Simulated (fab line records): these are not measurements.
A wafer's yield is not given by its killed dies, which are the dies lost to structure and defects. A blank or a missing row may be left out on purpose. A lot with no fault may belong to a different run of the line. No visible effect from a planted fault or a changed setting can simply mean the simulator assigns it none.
Problem report, 8D (eight disciplines) form, completed by code / flow n5_finfet / the parts of the form that need people (team, actions taken, sign-off) are left out

1. THE PROBLEM
thk_nm at N5_DUMMY_GATE_THK_MEAS_05 reads a mean of 66.6 nm on 3 wafers of 1 lot; wafers without a fault read 72.1 nm with a standard deviation of 1.2. That puts it -4.6 standard deviations away from the usual mean.
The first sign was on wafer L452.2 at day 4 10:19, on film_metro-01. The record has a number at this step for 33 wafers belonging to 11 lots. The rule behind "out" and "out of limits": a value lying over 4 standard deviations away from the usual mean. The rest of the wafers with a number are treated as sound.

2. WHAT IT IS AND WHAT IT IS NOT
question=which readings at this step | is=thk_nm | is not=-
question=which lots | is=L452 | is not=L447, L448, L449, L450, L460, L462, L464, L466, L467, L468
question=which wafers of those lots | is=all that have a number | is not=-
question=read on which gauges | is=film_metro-01 | is not=film_metro-02
question=when | is=from day 4 10:19 | is not=up to then (12 sound wafers); but 18 sound wafers of L460, L462, L464, L466, L467, L468 came after

3. WHAT RULES OUT EACH SUSPECT
Counting: a tool at a process step up to the reading stays a suspect if it ran every lot that is out and no sound lot after the first of them.
- the gauge at N5_DUMMY_GATE_THK_MEAS_05 is ruled out. All the wafers that are out were read on film_metro-01, but those of them that N5_PASSIVATION_PROBE_49 has rows for are out there too, on other tools.
- ald_sin-02 at N5_STI_FIN_REVEAL_ALD_14 (deposits Si3N4, target thk 3 nm): ruled out as a lasting fault. Sound lots L462, L464, L468 ran on it after its first lot that is out, L452 (day 3 21:28).
- plasma_asher-01 at N5_STI_FIN_REVEAL_OXIDATION_31 (chemistry O2 PLASMA REMOTE, time 20 s): ruled out as a lasting fault. Sound lots L464, L466, L467, L468 ran on it after its first lot that is out, L452 (day 4 05:29).
- lpcvd-02 at N5_DUMMY_GATE_CVD_03 (deposits a-Si from SiH4, target thk 150 nm, time 8042 s): ruled out as a lasting fault. Sound lots L468 ran on it after its first lot that is out, L452 (day 4 06:20).
Left after counting: nothing in the record.

4. THE CAUSE (what the simulator had put in)
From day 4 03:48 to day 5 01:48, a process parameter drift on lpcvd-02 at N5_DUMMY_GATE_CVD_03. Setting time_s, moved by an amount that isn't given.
Counting ruled it out, wrongly: the rule takes a fault to strike every lot that its tool runs from its start on, and this one did not.

5. THE EFFECT CHAIN, in route order
Rows list readings where the struck wafers' mean (over those with a number) sits beyond 3 standard deviations from the usual. Readings are gone through only where the record gives a usual standard deviation; hours: the median, over the lots, of the time from a lot's start at the first step in this table giving one to that lot's start at this step; sigmas: the change measured in usual standard deviations.
hours=0; step=N5_DUMMY_GATE_THK_MEAS_05; reading=thk_nm; usual=72.1 nm; on struck wafers=66.6; change=-5.5; sigmas=-4.6
hours=264; step=N5_PASSIVATION_PROBE_49; reading=killed_at_front_end; usual=43; on struck wafers=1127; change=+1084; sigmas=+90
hours=264; step=N5_PASSIVATION_PROBE_49; reading=killed_dies; usual=106; on struck wafers=1180; change=+1074; sigmas=+63
hours=264; step=N5_PASSIVATION_PROBE_49; reading=killed_on_rim; usual=14; on struck wafers=152; change=+138; sigmas=+36
Here are the process steps it includes:
- N5_PASSIVATION_PROBE_49

6. HOW IT WOULD HAVE BEEN CAUGHT EARLIER
7 hours passed between the start of the fault at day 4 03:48 and the first reading out of limits at a measuring or inspecting step in this record, taken at day 4 10:19.
No tool reading at N5_DUMMY_GATE_CVD_03 that has a usual standard deviation in the record was out on any struck wafer, so an alarm limit of 4 standard deviations on those readings would not have fired.
